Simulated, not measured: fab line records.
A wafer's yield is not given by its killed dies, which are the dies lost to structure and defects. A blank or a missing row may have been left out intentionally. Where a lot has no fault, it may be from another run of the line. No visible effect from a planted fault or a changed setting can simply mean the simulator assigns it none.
Lot-split experiment :: flow n5-finfet :: on a route of 1938 steps: 7 lots, 21 wafers read

== THE SPLIT ==
At N5_DUMMY_GATE_ETCH_32 (etches SiO2 in CF4, target depth 3.5 nm, time 3.9 s), the setting time-s was moved away from the recipe's 3.9 s on 5 of the 21 wafers read, by -18.8% to +12.7%. This setting was run at the recipe's value on the other wafers.

The reading is taken at the split's own step.

== THE READING ==
etch.depth-nm (the simulator's own value, which no gauge read), in nm, at N5_DUMMY_GATE_ETCH_32 (etches SiO2 in CF4, target depth 3.5 nm, time 3.9 s). There is no usual value for it anywhere in the file. The 16 wafers here that ran the recipe average 3.504 nm, standard deviation 0.05 nm.

wafer: L075.2
tool, chamber at the split: rie-si-02, 2
time-s as run, s: 3.9
against the recipe: recipe
etch.depth-nm, nm: 3.378
against lot-mates on the recipe: -

wafer: L075.3
tool, chamber at the split: rie-si-02, 1
time-s as run, s: 3.9
against the recipe: recipe
etch.depth-nm, nm: 3.501
against lot-mates on the recipe: -

wafer: L075.5
tool, chamber at the split: rie-si-02, 0
time-s as run, s: 3.9
against the recipe: recipe
etch.depth-nm, nm: 3.442
against lot-mates on the recipe: -

wafer: L076.2
tool, chamber at the split: rie-si-06, 1
time-s as run, s: 3.9
against the recipe: recipe
etch.depth-nm, nm: 3.489
against lot-mates on the recipe: -

wafer: L076.3
tool, chamber at the split: rie-si-06, 2
time-s as run, s: 3.9
against the recipe: recipe
etch.depth-nm, nm: 3.498
against lot-mates on the recipe: -

wafer: L076.6
tool, chamber at the split: rie-si-06, 1
time-s as run, s: 3.9
against the recipe: recipe
etch.depth-nm, nm: 3.506
against lot-mates on the recipe: -

wafer: L080.2
tool, chamber at the split: rie-si-05, 1
time-s as run, s: 3.9
against the recipe: recipe
etch.depth-nm, nm: 3.56
against lot-mates on the recipe: -

wafer: L080.3
tool, chamber at the split: rie-si-05, 0
time-s as run, s: 3.9
against the recipe: recipe
etch.depth-nm, nm: 3.546
against lot-mates on the recipe: -

wafer: L080.5
tool, chamber at the split: rie-si-05, 3
time-s as run, s: 3.9
against the recipe: recipe
etch.depth-nm, nm: 3.533
against lot-mates on the recipe: -

wafer: L082.3
tool, chamber at the split: rie-si-02, 0
time-s as run, s: 3.9
against the recipe: recipe
etch.depth-nm, nm: 3.533
against lot-mates on the recipe: -

wafer: L082.4
tool, chamber at the split: rie-si-02, 1
time-s as run, s: 3.9
against the recipe: recipe
etch.depth-nm, nm: 3.535
against lot-mates on the recipe: -

wafer: L082.6
tool, chamber at the split: rie-si-02, 1
time-s as run, s: 3.9
against the recipe: recipe
etch.depth-nm, nm: 3.552
against lot-mates on the recipe: -

wafer: L085.2
tool, chamber at the split: rie-si-05, 2
time-s as run, s: 3.165
against the recipe: -18.8%
etch.depth-nm, nm: 2.839
against lot-mates on the recipe: no lot-mate on the recipe

wafer: L085.3
tool, chamber at the split: rie-si-05, 1
time-s as run, s: 3.165
against the recipe: -18.8%
etch.depth-nm, nm: 2.864
against lot-mates on the recipe: no lot-mate on the recipe

wafer: L085.4
tool, chamber at the split: rie-si-05, 0
time-s as run, s: 3.165
against the recipe: -18.8%
etch.depth-nm, nm: 2.895
against lot-mates on the recipe: no lot-mate on the recipe

wafer: L086.1
tool, chamber at the split: rie-si-02, 1
time-s as run, s: 3.9
against the recipe: recipe
etch.depth-nm, nm: 3.525
against lot-mates on the recipe: -

wafer: L086.4
tool, chamber at the split: rie-si-02, 2
time-s as run, s: 3.9
against the recipe: recipe
etch.depth-nm, nm: 3.42
against lot-mates on the recipe: -

wafer: L086.5
tool, chamber at the split: rie-si-02, 1
time-s as run, s: 4.397
against the recipe: +12.7%
etch.depth-nm, nm: 3.955
against lot-mates on the recipe: +0.482

wafer: L096.1
tool, chamber at the split: rie-si-06, 0
time-s as run, s: 3.9
against the recipe: recipe
etch.depth-nm, nm: 3.493
against lot-mates on the recipe: -

wafer: L096.4
tool, chamber at the split: rie-si-06, 3
time-s as run, s: 3.9
against the recipe: recipe
etch.depth-nm, nm: 3.553
against lot-mates on the recipe: -

wafer: L096.6
tool, chamber at the split: rie-si-06, 1
time-s as run, s: 3.432
against the recipe: -12.0%
etch.depth-nm, nm: 3.075
against lot-mates on the recipe: -0.448

FIT RESULTS
A straight line over all 21 wafers: etch.depth-nm changes by +0.0343 nm for each +1% of time-s; r = +0.99; the points scatter about the line by 0.047 nm.
The same after taking each lot's own level away (the mean of its wafers on the recipe; 18 wafers): +0.0376 nm for each +1%; r = +0.98; scatter 0.031 nm.
Per that fit: largest time-s move, reading shift of 0.71 nm.
The span of the lots' own levels, 3.4403 to 3.5463 nm, comes to 2.1 times the standard deviation stated above.
Consequently the slope shifts little with the lot-to-lot level, the two slopes agreeing.
Check: for one of the wafers moved furthest among these (+12.7%), held out of the fit, the line's prediction against its lot-mates is +0.476 nm. It came out at +0.482 nm against them.

== OTHER SPLITS ON THESE WAFERS ==
These wafers also went through other splits before the reading. Each is held against what the fit with the lots' levels taken away leaves over:
other split on the same wafers: N5_ZERO_LAYER_COAT_05 spin-rpm
wafers away from the commonest value: 5
r with etch.depth-nm (lot level and that fit taken away): +0.57

other split on the same wafers: N5_ZERO_LAYER_EXPOSE_08 dose-mj
wafers away from the commonest value: 8
r with etch.depth-nm (lot level and that fit taken away): +0.02

other split on the same wafers: N5_PMOS_HMC_CHANNEL_EPI_PEB_07 peb-temp-c
wafers away from the commonest value: 8
r with etch.depth-nm (lot level and that fit taken away): -0.26

other split on the same wafers: N5_PMOS_HMC_CHANNEL_EPI_DEVELOP_08 develop-time-s
wafers away from the commonest value: 6
r with etch.depth-nm (lot level and that fit taken away): +0.14

other split on the same wafers: N5_FIN_SAQP_SPACER1_ALD_24 ald-cycles
wafers away from the commonest value: 8
r with etch.depth-nm (lot level and that fit taken away): +0.08

other split on the same wafers: N5_FIN_SAQP_ETCH_65 time-s
wafers away from the commonest value: 7
r with etch.depth-nm (lot level and that fit taken away): -0.01

other split on the same wafers: N5_DUMMY_GATE_ETCH_31 target-depth-a
wafers away from the commonest value: 8
r with etch.depth-nm (lot level and that fit taken away): +0.31

== THE FILE'S OWN FIT ==
etch.depth-nm changes by +0.0376 nm for each +1% of time-s, r = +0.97.
